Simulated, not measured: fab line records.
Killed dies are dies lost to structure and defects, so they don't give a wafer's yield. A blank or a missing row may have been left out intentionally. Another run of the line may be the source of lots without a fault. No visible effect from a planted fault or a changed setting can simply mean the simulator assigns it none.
fab line records ; flow nandHarc ; part 1 of 2: steps 1 to 29 of 35
[record] lots = 5; wafers = 15; lastDay = 31
route steps=1302 shown A_STAIRCASE@797
lots that met no fault: from a run of the same line without faults
startH: hours from the record's first day to the start of the lot's first wafer shown ; waitH: hours since the lot's step before ; " same as the row above ; L1.1+2: a single row standing in for several wafers ; - no value, or no start was given ; * or withheld: withheld ; < > ~ a bound
route shown NAME@n: NAME is a module with steps in the file, n the number in the route of the first one ; usual: mean/standard deviation of fault-free wafers ; same: alike in all rows ; chamber/n: place in a boat ; sites: each site's reading ; _std_site: their standard deviation ; _edge_site: the outer-site mean with the inner-site mean subtracted ; radiusMm: how far each site lies from the wafer's centre ; mask NAME#n: copy n ; behind: tool/chamber where the wafer was last shaped ; hold: what put the lot on hold/how long, in hours/how the hold closed ; device: the n, p or np transistor that did not switch ; end of line: tests of these same wafers at the route's end ; a step given without rows: its recipe and nothing more ; killed: at the first sort, the dies lost to defects and structure; wafer yield is something else ; map: per-die view of a wafer (x killed, . not killed, _ where there is no die)
set.NAME: the setting as run; set.NAME@STEP: as run at that earlier step ; model.NAME: the simulator's own value behind a step, which no gauge read
lots seen at some steps along the route; tables by step, rows by wafer
services: from which hour (startH, from the record's first day; less than 0 if before it) a tool's chamber was out of use, for how many hours, and why
[[steps]]
[step NHARC_A_STAIRCASE_DEHYDRATE_281]
[recipe] tempC = 150; timeS = 120
lot.wafer;tool;chamber;startH;waitH
L081.2+3+4;lithoTrack-05;0;446.00;0.2
L085.2+5+6;lithoTrack-05;0;489.87;0.2
L087.1+2+3;lithoTrack-07;0;506.20;0.2
L089.1+3+5;lithoTrack-07;0;543.46;0.2
L091.3+4+5;lithoTrack-05;0;551.68;0.2
[step NHARC_A_STAIRCASE_HMDS_282]
[recipe] timeS = 30
lot.wafer;tool;chamber;startH;waitH
L081.2+3+4;lithoTrack-05;0;-;-
L085.2+5+6;lithoTrack-05;0;-;-
L087.1+2+3;lithoTrack-07;0;-;-
L089.1+3+5;lithoTrack-07;0;-;-
L091.3+4+5;lithoTrack-05;0;-;-
[step NHARC_A_STAIRCASE_COAT_283]
[recipe] spinRpm = 1200
lot.wafer;tool;chamber;startH;waitH
L081.2+3+4;lithoTrack-05;0;-;-
L085.2+5+6;lithoTrack-05;0;-;-
L087.1+2+3;lithoTrack-07;0;-;-
L089.1+3+5;lithoTrack-07;0;-;-
L091.3+4+5;lithoTrack-05;0;-;-
[step NHARC_A_STAIRCASE_SOFTBAKE_284]
[recipe] tempC = 135; timeS = 170
lot.wafer;tool;chamber;startH;waitH
L081.2+3+4;lithoTrack-05;0;-;-
L085.2+5+6;lithoTrack-05;0;-;-
L087.1+2+3;lithoTrack-07;0;-;-
L089.1+3+5;lithoTrack-07;0;-;-
L091.3+4+5;lithoTrack-05;0;-;-
[step NHARC_A_STAIRCASE_EBR_285]
lot.wafer;tool;chamber;startH;waitH
L081.2+3+4;lithoTrack-05;0;-;-
L085.2+5+6;lithoTrack-05;0;-;-
L087.1+2+3;lithoTrack-07;0;-;-
L089.1+3+5;lithoTrack-07;0;-;-
L091.3+4+5;lithoTrack-05;0;-;-
[step NHARC_A_STAIRCASE_EXPOSE_286]
[recipe] na = 0.5; doseMj = 25.01; maskId = CHOP_100
[usual] exposureDoseMJCm2 = 25.008/0.024
[same] na = 0.5
lot.wafer;tool;chamber;startH;waitH;mask;exposureDoseMJCm2
L081.2;krfScanner-04;0;446.33;-;CHOP_100#0;25.001
L081.3;krfScanner-04;0;446.33;-;CHOP_100#0;24.990
L081.4;krfScanner-04;0;446.33;-;CHOP_100#0;25.017
L085.2;krfScanner-03;0;490.08;-;CHOP_100#0;25.054
L085.5;krfScanner-03;0;490.08;-;CHOP_100#0;25.050
L085.6;krfScanner-03;0;490.08;-;CHOP_100#0;25.055
L087.1;krfScanner-04;0;506.53;-;CHOP_100#0;25.025
L087.2;krfScanner-04;0;506.53;-;CHOP_100#0;25.006
L087.3;krfScanner-04;0;506.53;-;CHOP_100#0;25.051
L089.1;krfScanner-01;0;543.80;-;CHOP_100#0;25.006
L089.3;krfScanner-01;0;543.80;-;CHOP_100#0;24.992
L089.5;krfScanner-01;0;543.80;-;CHOP_100#0;24.979
L091.3;krfScanner-03;0;552.03;-;CHOP_100#0;25.027
L091.4;krfScanner-03;0;552.03;-;CHOP_100#0;24.996
L091.5;krfScanner-03;0;552.03;-;CHOP_100#0;25.007
[step NHARC_A_STAIRCASE_PEB_287]
[recipe] pebTempC = 115; pebTimeS = 130
lot.wafer;tool;chamber;startH;waitH
L081.2+3+4;lithoTrack-02;0;446.40;0.1
L085.2+5+6;lithoTrack-07;0;490.15;0.1
L087.1+2+3;lithoTrack-02;0;506.60;0.1
L089.1+3+5;lithoTrack-05;0;543.86;0.1
L091.3+4+5;lithoTrack-05;0;552.08;0.1
[step NHARC_A_STAIRCASE_DEVELOP_288]
[recipe] timeS = 140
lot.wafer;tool;chamber;startH;waitH
L081.2+3+4;lithoTrack-02;0;-;-
L085.2+5+6;lithoTrack-07;0;-;-
L087.1+2+3;lithoTrack-02;0;-;-
L089.1+3+5;lithoTrack-05;0;-;-
L091.3+4+5;lithoTrack-05;0;-;-
[step NHARC_A_STAIRCASE_HARDBAKE_290]
[recipe] tempC = 120; timeS = 140
lot.wafer;tool;chamber;startH;waitH
L081.2+3+4;lithoTrack-05;0;446.62;-
L085.2+5+6;lithoTrack-05;0;490.38;-
L087.1+2+3;lithoTrack-05;0;506.81;-
L089.1+3+5;lithoTrack-05;0;544.08;-
L091.3+4+5;lithoTrack-02;0;552.31;-
[step NHARC_A_STAIRCASE_DESCUM_291]
[recipe] timeS = 3; o2FlowSccm = 200; arFlowSccm = 0; biasPowerW = 0; chemistry = O2
[usual] drypumpMotorCurrentA = 5.4/0.46; oesProductAu = 0.998/0.01; rfVppV = 57.9/0.94; showerheadPlenumPTorr = 1.95/0.068; throttleValvePct = 11.311/0.0085
lot.wafer;tool;chamber;startH;waitH;drypumpMotorCurrentA;oesProductAu;rfHoursCounterH;rfVppV;showerheadPlenumPTorr;throttleValvePct
L081.3;rieDiel-05;0;446.70;-;4.7;0.990;5;57.4;2.04;11.323
L081.4;rieDiel-05;1;446.70;-;4.7;0.985;9;58.8;1.89;11.315
L081.2;rieDiel-05;2;446.70;-;5.9;1.001;11;56.6;1.92;11.312
L085.2;rieDiel-02;2;490.49;-;5.7;1.010;32;58.4;1.92;11.321
L085.6;rieDiel-02;3;490.49;-;5.1;1.002;-;55.9;1.84;11.318
L085.5;rieDiel-02;0;490.49;-;4.9;0.983;-;58.2;1.98;11.311
L087.1;rieDiel-08;1;506.91;-;5.7;0.996;34;58.2;2.06;11.306
L087.3;rieDiel-08;2;506.91;-;5.0;1.006;38;58.7;1.93;11.330
L087.2;rieDiel-08;0;506.91;-;5.2;0.994;40;56.9;1.89;11.328
L089.3;rieDiel-02;1;546.65;-;6.1;0.972;50;58.0;2.02;11.312
L089.1;rieDiel-02;2;546.65;-;5.7;0.995;50;59.2;1.91;11.306
L089.5;rieDiel-02;0;546.65;-;4.9;0.986;-;58.9;1.98;11.301
L091.3;rieDiel-05;0;552.39;-;4.7;0.997;34;58.6;2.03;11.309
L091.4;rieDiel-05;1;552.39;-;4.7;0.998;43;57.4;1.88;11.318
L091.5;rieDiel-05;1;552.39;-;4.7;0.985;-;57.8;1.88;11.331
[step NHARC_A_STAIRCASE_ETCH_292]
[recipe] cf4FlowSccm = 100; chf3FlowSccm = 30; arFlowSccm = 0; rfW = 500; biasW = 200; chemistry = CF4/CHF3
[usual] drypumpMotorCurrentA = 5.4/0.46; oesProductAu = 0.933/0.019; rfVppV = 371.4/1.9; showerheadPlenumPTorr = 1.60/0.051; throttleValvePct = 16.803/0.0086
lot.wafer;tool;chamber;startH;waitH;drypumpMotorCurrentA;oesProductAu;rfHoursCounterH;rfVppV;showerheadPlenumPTorr;throttleValvePct
L081.2;rieDiel-05;0;446.79;0.1;4.7;0.971;5;374.1;1.67;16.805
L081.4;rieDiel-05;1;446.79;0.1;4.8;0.958;9;369.4;1.56;16.800
L081.3;rieDiel-05;2;446.79;0.1;5.9;0.993;11;371.0;1.58;16.810
L085.2;rieDiel-02;1;490.55;0.1;6.1;0.903;28;373.4;1.66;16.816
L085.6;rieDiel-02;1;490.55;0.1;6.1;0.903;-;373.9;1.66;16.805
L085.5;rieDiel-02;2;490.55;0.1;5.7;0.927;-;369.1;1.58;16.803
L087.2;rieDiel-08;1;506.99;0.1;5.7;0.931;34;374.2;1.69;16.814
L087.1;rieDiel-08;3;506.99;0.1;5.9;0.931;43;371.2;1.57;16.810
L087.3;rieDiel-08;0;506.99;0.1;5.2;0.927;40;370.5;1.56;16.800
L089.1;rieDiel-02;2;546.98;0.3;5.7;0.929;51;370.2;1.57;16.797
L089.3;rieDiel-02;0;546.98;0.3;4.8;0.906;49;371.4;1.62;16.790
L089.5;rieDiel-02;2;546.98;0.3;5.7;0.928;-;372.0;1.57;16.788
L091.3;rieDiel-05;1;552.50;0.1;4.7;0.930;43;367.2;1.55;16.805
L091.4;rieDiel-05;2;552.50;0.1;5.9;0.922;44;370.3;1.57;16.804
L091.5;rieDiel-05;3;552.50;0.1;5.8;0.912;-;371.5;1.59;16.809
[step NHARC_A_STAIRCASE_HM_OPEN_460]
[recipe] o2FlowSccm = 400; cosFlowSccm = 20; arFlowSccm = 0; rfW = 500; biasW = 300; chemistry = O2/COS
[usual] drypumpMotorCurrentA = 5.4/0.46; oesProductAu = 0.998/0.0099; rfVppV = 468.3/2.5; showerheadPlenumPTorr = 3.18/0.11; throttleValvePct = 28.329/0.0084
lot.wafer;tool;chamber;startH;waitH;drypumpMotorCurrentA;oesProductAu;rfHoursCounterH;rfVppV;showerheadPlenumPTorr;throttleValvePct
L081.4;rieDiel-05;0;-;-;4.7;0.993;5;472.0;3.32;28.316
L081.3;rieDiel-05;1;-;-;4.7;0.985;9;468.2;3.09;28.312
L081.2;rieDiel-05;2;-;-;5.9;1.002;11;466.8;3.14;28.323
L085.2;rieDiel-02;0;-;-;4.9;0.988;25;470.3;3.23;28.335
L085.5;rieDiel-02;3;-;-;5.1;0.994;-;465.3;3.00;28.331
L085.6;rieDiel-02;0;-;-;4.9;0.982;-;469.8;3.23;28.338
L087.3;rieDiel-08;3;-;-;5.9;1.012;43;468.1;3.11;28.326
L087.2;rieDiel-08;1;-;-;5.7;0.983;34;471.8;3.35;28.319
L087.1;rieDiel-08;2;-;-;5.1;1.012;38;468.3;3.15;28.320
L089.1;rieDiel-02;1;-;-;6.1;0.978;50;468.3;3.28;28.333
L089.3;rieDiel-02;3;-;-;5.1;0.998;45;463.7;2.99;28.331
L089.5;rieDiel-02;2;-;-;5.7;0.996;-;468.6;3.12;28.321
L091.4;rieDiel-05;0;-;-;4.7;0.989;34;471.2;3.30;28.323
L091.3;rieDiel-05;3;-;-;5.7;0.978;38;469.7;3.16;28.339
L091.5;rieDiel-05;1;-;-;4.7;0.998;-;465.7;3.07;28.350
[step NHARC_A_STAIRCASE_STRIP_461]
[recipe] o2FlowSccm = 400; cosFlowSccm = 20; arFlowSccm = 0; biasW = 0; chemistry = O2/COS
lot.wafer;tool;chamber;startH;waitH
L081.3+4+2;rieDiel-05;0,1,2;-;-
L085.2+6+5;rieDiel-02;3,3,0;-;-
L087.2+3+1;rieDiel-08;1,3,0;-;-
L089.1+3+5;rieDiel-02;1,2,0;-;-
L091.4+3+5;rieDiel-05;3,0,3;-;-
[step NHARC_A_STAIRCASE_ETCH_452]
[recipe] targetDepthA = 300; overetchA = 30; timeS = 16.5; ionEnergyEv = 100; cf4FlowSccm = 80; o2FlowSccm = 20; arFlowSccm = 0; rfW = 300; biasW = 100; chemistry = CF4/O2
[usual] drypumpMotorCurrentA = 5.4/0.45; oes_o_777_au = 1.000/0.0042; oesProductAu = 1.002/0.0091; rfVppV = 198.3/1.3; showerheadPlenumPTorr = 1.36/0.045; throttleValvePct = 13.398/0.0097
lot.wafer;tool;chamber;startH;waitH;drypumpMotorCurrentA;oes_o_777_au;oesProductAu;rfHoursCounterH;rfVppV;showerheadPlenumPTorr;throttleValvePct
L081.2;rieDiel-05;2;-;-;5.9;1.001;1.009;11;198.9;1.34;13.399
L081.3;rieDiel-05;0;-;-;4.7;1.001;1.005;5;200.1;1.42;13.399
L081.4;rieDiel-05;1;-;-;4.7;0.998;0.990;9;196.7;1.32;13.407
L085.2;rieDiel-02;3;-;-;5.1;1.000;1.017;28;197.2;1.28;13.395
L085.5;rieDiel-02;3;-;-;5.1;1.002;1.013;-;195.8;1.28;13.391
L085.6;rieDiel-02;0;-;-;4.8;1.000;0.991;-;198.9;1.38;13.399
L087.3;rieDiel-08;0;-;-;5.2;1.002;1.002;40;196.8;1.32;13.396
L087.2;rieDiel-08;1;-;-;5.6;0.995;1.000;35;199.1;1.44;13.394
L087.1;rieDiel-08;3;-;-;5.9;1.005;0.998;43;197.9;1.33;13.407
L089.1;rieDiel-02;2;-;-;5.7;1.003;1.005;51;199.0;1.34;13.413
L089.3;rieDiel-02;3;-;-;5.1;0.998;1.007;45;194.9;1.28;13.385
L089.5;rieDiel-02;2;-;-;5.7;0.995;1.011;-;197.8;1.34;13.397
L091.4;rieDiel-05;3;-;-;5.7;0.995;0.992;38;196.5;1.35;13.384
L091.3;rieDiel-05;0;-;-;4.6;1.001;0.994;34;200.0;1.41;13.405
L091.5;rieDiel-05;2;-;-;5.9;1.001;1.011;-;199.5;1.33;13.402
[step NHARC_A_STAIRCASE_ETCH_294]
[recipe] targetDepthA = 49890; timeS = 1211.6; ionEnergyEv = 800; c4f8FlowSccm = 80; o2FlowSccm = 60; arFlowSccm = withheld; rfW = 600; biasW = 3000; chemistry = C4F8/O2/Ar
[usual] oesProductAu = 0.931/0.011; rfVppV = 1832/8.4
lot.wafer;tool;chamber;startH;waitH;oesProductAu;rfHoursCounterH;rfVppV
L081.3;rieDiel-05;1;-;-;0.949;9;1826
L081.2;rieDiel-05;2;-;-;0.958;11;1830
L081.4;rieDiel-05;3;-;-;0.925;11;1830
L085.2;rieDiel-02;3;-;-;0.932;29;1816
L085.5;rieDiel-02;0;-;-;0.919;-;1834
L085.6;rieDiel-02;1;-;-;0.922;-;1840
L087.1;rieDiel-08;2;-;-;0.945;38;1830
L087.2;rieDiel-08;0;-;-;0.932;40;1824
L087.3;rieDiel-08;1;-;-;0.921;35;1845
L089.3;rieDiel-02;1;-;-;0.904;51;1840
L089.1;rieDiel-02;0;-;-;0.904;49;1835
L089.5;rieDiel-02;2;-;-;0.925;-;1828
L091.4;rieDiel-05;2;-;-;0.943;45;1828
L091.3;rieDiel-05;0;-;-;0.920;34;1841
L091.5;rieDiel-05;3;-;-;0.915;-;1830
[step NHARC_A_STAIRCASE_STRIP_295]
[recipe] o2FlowSccm = 500; arFlowSccm = 0; biasW = 0; chemistry = O2
[usual] drypumpMotorCurrentA = 5.4/0.44; oesProductAu = 1.000/0.009; rfVppV = 57.9/0.81; showerheadPlenumPTorr = 3.59/0.12; throttleValvePct = 17.037/0.009
lot.wafer;tool;chamber;startH;waitH;drypumpMotorCurrentA;oesProductAu;rfHoursCounterH;rfVppV;showerheadPlenumPTorr;throttleValvePct
L081.2;rieDiel-05;2;-;-;5.9;1.011;11;56.8;3.55;17.029
L081.3;rieDiel-05;0;-;-;4.7;0.996;6;58.7;3.74;17.040
L081.4;rieDiel-05;1;-;-;4.8;0.986;10;58.0;3.49;17.048
L085.2;rieDiel-02;0;-;-;4.9;0.993;25;58.1;3.65;17.034
L085.6;rieDiel-02;3;-;-;5.1;1.004;-;57.5;3.39;17.031
L085.5;rieDiel-02;0;-;-;4.9;0.994;-;57.9;3.65;17.029
L087.2;rieDiel-08;1;-;-;5.7;0.996;35;57.8;3.79;17.042
L087.1;rieDiel-08;2;-;-;5.0;1.006;39;57.5;3.56;17.023
L087.3;rieDiel-08;0;-;-;5.3;0.998;40;57.4;3.49;17.037
L089.3;rieDiel-02;3;-;-;5.1;1.013;47;56.9;3.39;17.029
L089.1;rieDiel-02;0;-;-;4.9;0.982;50;57.3;3.64;17.036
L089.5;rieDiel-02;2;-;-;5.7;1.013;-;58.7;3.53;17.042
L091.3;rieDiel-05;1;-;-;4.7;0.993;43;57.7;3.47;17.029
L091.4;rieDiel-05;2;-;-;6.0;1.001;45;57.9;3.53;17.034
L091.5;rieDiel-05;2;-;-;5.9;0.999;-;57.5;3.53;17.040
[step NHARC_A_STAIRCASE_STRIP_296]
[recipe] timeS = 900; tempC = 130; chemistry = SPM
[usual] bathGuardTempC = 129.9/0.43
lot.wafer;tool;chamber;startH;waitH;bathGuardTempC
L081.3;wetBench-04;3;448.46;-;129.7
L081.2;wetBench-04;6;448.46;-;129.8
L081.4;wetBench-04;7;448.46;-;129.6
L085.2;wetBench-04;6;492.21;-;130.3
L085.6;wetBench-04;7;492.21;-;129.3
L085.5;wetBench-04;2;492.21;-;129.8
L087.1;wetBench-04;3;508.74;-;130.0
L087.3;wetBench-04;5;508.74;-;130.3
L087.2;wetBench-04;7;508.74;-;129.8
L089.5;wetBench-05;1;549.50;-;130.5
L089.1;wetBench-05;2;549.50;-;129.9
L089.3;wetBench-05;3;549.50;-;130.2
L091.5;wetBench-02;1;554.19;-;129.6
L091.3;wetBench-02;2;554.19;-;129.5
L091.4;wetBench-02;6;554.19;-;130.1
[step NHARC_A_STAIRCASE_PRECLEAN_297]
[recipe] timeS = *; tempC = 50; bathAgeMin = 0; chemistry = SC1
[usual] bathGuardTempC = 49.9/0.43
lot.wafer;tool;chamber;startH;waitH;bathGuardTempC
L081.3;wetBench-04;3;-;-;49.8
L081.2;wetBench-04;6;-;-;50.1
L081.4;wetBench-04;7;-;-;49.7
L085.2;wetBench-04;6;-;-;50.1
L085.6;wetBench-04;7;-;-;49.7
L085.5;wetBench-04;2;-;-;50.1
L087.1;wetBench-04;3;-;-;49.8
L087.3;wetBench-04;5;-;-;50.4
L087.2;wetBench-04;7;-;-;49.8
L089.5;wetBench-05;1;-;-;50.4
L089.1;wetBench-05;2;-;-;50.5
L089.3;wetBench-05;3;-;-;50.2
L091.5;wetBench-02;1;-;-;49.8
L091.3;wetBench-02;2;-;-;49.1
L091.4;wetBench-02;6;-;-;50.6
[step NHARC_A_STAIRCASE_SRD_298]
lot.wafer;tool;chamber;startH;waitH
L081.3+2+4;wetBench-04;3,6,7;-;-
L085.2+6+5;wetBench-04;6,7,2;-;-
L087.1+3+2;wetBench-04;3,5,7;-;-
L089.5+1+3;wetBench-05;1,2,3;-;-
L091.5+3+4;wetBench-02;1,2,6;-;-
[step NHARC_A_STAIRCASE_HM_DEP_462]
[recipe] targetThkA = 8000; tempC = 400; material = aC
[usual] throttleValvePct = 35.000/0.0088
lot.wafer;tool;chamber;startH;waitH;throttleValvePct
L081.2;aclDep-01;0;451.01;2.1;34.996
L081.3;aclDep-01;0;451.01;2.1;35.005
L081.4;aclDep-01;0;451.01;2.1;35.010
L085.2;aclDep-01;0;493.80;1.1;34.991
L085.5;aclDep-01;0;493.80;1.1;34.996
L085.6;aclDep-01;0;493.80;1.1;35.000
L087.1;aclDep-01;0;509.27;0.1;34.997
L087.2;aclDep-01;0;509.27;0.1;34.995
L087.3;aclDep-01;0;509.27;0.1;34.985
L089.1;aclDep-02;0;550.02;0.1;35.003
L089.3;aclDep-02;0;550.02;0.1;35.012
L089.5;aclDep-02;0;550.02;0.1;34.996
L091.3;aclDep-03;0;555.88;1.2;35.006
L091.4;aclDep-03;0;555.88;1.2;34.989
L091.5;aclDep-03;0;555.88;1.2;34.995
[step NHARC_A_STAIRCASE_DEP_301]
[recipe] targetThkA = 300; targetThkNm = 30; tempC = 400; pressureTorr = 3.5; flowSccm = 200; rfW = 350; material = SiON
[usual] heaterPowerW = 722/78
lot.wafer;tool;chamber;startH;waitH;heaterPowerW;sinceWetCleanH
L081.3;pecvd-03;0;452.54;0.9;748;73
L081.2;pecvd-03;1;452.54;0.9;702;73
L081.4;pecvd-03;1;452.54;0.9;712;-
L085.2;pecvd-02;0;495.41;1.3;585;74
L085.6;pecvd-02;1;495.41;1.3;769;-
L085.5;pecvd-02;0;495.41;1.3;587;-
L087.1;pecvd-02;0;511.14;1.6;624;90
L087.2;pecvd-02;1;511.14;1.6;803;90
L087.3;pecvd-02;0;511.14;1.6;625;-
L089.3;pecvd-02;2;551.86;0.9;771;131
L089.1;pecvd-02;0;551.86;0.9;696;131
L089.5;pecvd-02;2;551.86;0.9;797;-
L091.3;pecvd-02;2;557.14;1.0;791;136
L091.4;pecvd-02;2;557.14;1.0;766;-
L091.5;pecvd-02;0;557.14;1.0;560;-
[step NHARC_A_STAIRCASE_DEHYDRATE_302]
[recipe] tempC = 150; timeS = 120
lot.wafer;tool;chamber;startH;waitH
L081.2+3+4;lithoTrack-07;0;452.81;0.2
L085.2+5+6;lithoTrack-02;0;495.63;0.2
L087.1+2+3;lithoTrack-05;0;511.50;0.3
L089.1+3+5;lithoTrack-07;0;552.14;0.2
L091.3+4+5;lithoTrack-02;0;557.39;0.2
[step NHARC_A_STAIRCASE_HMDS_303]
[recipe] timeS = 30
lot.wafer;tool;chamber;startH;waitH
L081.2+3+4;lithoTrack-07;0;-;-
L085.2+5+6;lithoTrack-02;0;-;-
L087.1+2+3;lithoTrack-05;0;-;-
L089.1+3+5;lithoTrack-07;0;-;-
L091.3+4+5;lithoTrack-02;0;-;-
[step NHARC_A_STAIRCASE_COAT_304]
[recipe] spinRpm = 1200
lot.wafer;tool;chamber;startH;waitH
L081.2+3+4;lithoTrack-07;0;-;-
L085.2+5+6;lithoTrack-02;0;-;-
L087.1+2+3;lithoTrack-05;0;-;-
L089.1+3+5;lithoTrack-07;0;-;-
L091.3+4+5;lithoTrack-02;0;-;-
[step NHARC_A_STAIRCASE_SOFTBAKE_305]
[recipe] tempC = 135; timeS = 170
lot.wafer;tool;chamber;startH;waitH
L081.2+3+4;lithoTrack-07;0;-;-
L085.2+5+6;lithoTrack-02;0;-;-
L087.1+2+3;lithoTrack-05;0;-;-
L089.1+3+5;lithoTrack-07;0;-;-
L091.3+4+5;lithoTrack-02;0;-;-
[step NHARC_A_STAIRCASE_EBR_306]
lot.wafer;tool;chamber;startH;waitH
L081.2+3+4;lithoTrack-07;0;-;-
L085.2+5+6;lithoTrack-02;0;-;-
L087.1+2+3;lithoTrack-05;0;-;-
L089.1+3+5;lithoTrack-07;0;-;-
L091.3+4+5;lithoTrack-02;0;-;-
[step NHARC_A_STAIRCASE_EXPOSE_307]
[recipe] na = 0.5; doseMj = 45.72; maskId = CHOP_50
[usual] exposureDoseMJCm2 = 45.72/0.041
[same] na = 0.5
lot.wafer;tool;chamber;startH;waitH;mask;exposureDoseMJCm2
L081.2;krfScanner-04;0;453.15;-;CHOP_50#0;45.78
L081.3;krfScanner-04;0;453.15;-;CHOP_50#0;45.73
L081.4;krfScanner-04;0;453.15;-;CHOP_50#0;45.70
L085.2;krfScanner-04;0;495.96;-;CHOP_50#0;45.70
L085.5;krfScanner-04;0;495.96;-;CHOP_50#0;45.77
L085.6;krfScanner-04;0;495.96;-;CHOP_50#0;45.76
L087.1;krfScanner-04;0;511.70;-;CHOP_50#0;45.78
L087.2;krfScanner-04;0;511.70;-;CHOP_50#0;45.73
L087.3;krfScanner-04;0;511.70;-;CHOP_50#0;45.78
L089.1;krfScanner-04;0;552.47;-;CHOP_50#0;45.79
L089.3;krfScanner-04;0;552.47;-;CHOP_50#0;45.72
L089.5;krfScanner-04;0;552.47;-;CHOP_50#0;45.76
L091.3;krfScanner-03;0;557.73;-;CHOP_50#0;45.79
L091.4;krfScanner-03;0;557.73;-;CHOP_50#0;45.69
L091.5;krfScanner-03;0;557.73;-;CHOP_50#0;45.72
[step NHARC_A_STAIRCASE_PEB_308]
[recipe] pebTempC = 115; pebTimeS = 130
lot.wafer;tool;chamber;startH;waitH
L081.2+3+4;lithoTrack-07;0;453.21;0.1
L085.2+5+6;lithoTrack-07;0;496.03;0.1
L087.1+2+3;lithoTrack-02;0;511.77;0.1
L089.1+3+5;lithoTrack-02;0;552.54;0.1
L091.3+4+5;lithoTrack-07;0;557.79;0.1
[step NHARC_A_STAIRCASE_DEVELOP_309]
[recipe] timeS = 140
lot.wafer;tool;chamber;startH;waitH
L081.2+3+4;lithoTrack-07;0;-;-
L085.2+5+6;lithoTrack-07;0;-;-
L087.1+2+3;lithoTrack-02;0;-;-
L089.1+3+5;lithoTrack-02;0;-;-
L091.3+4+5;lithoTrack-07;0;-;-
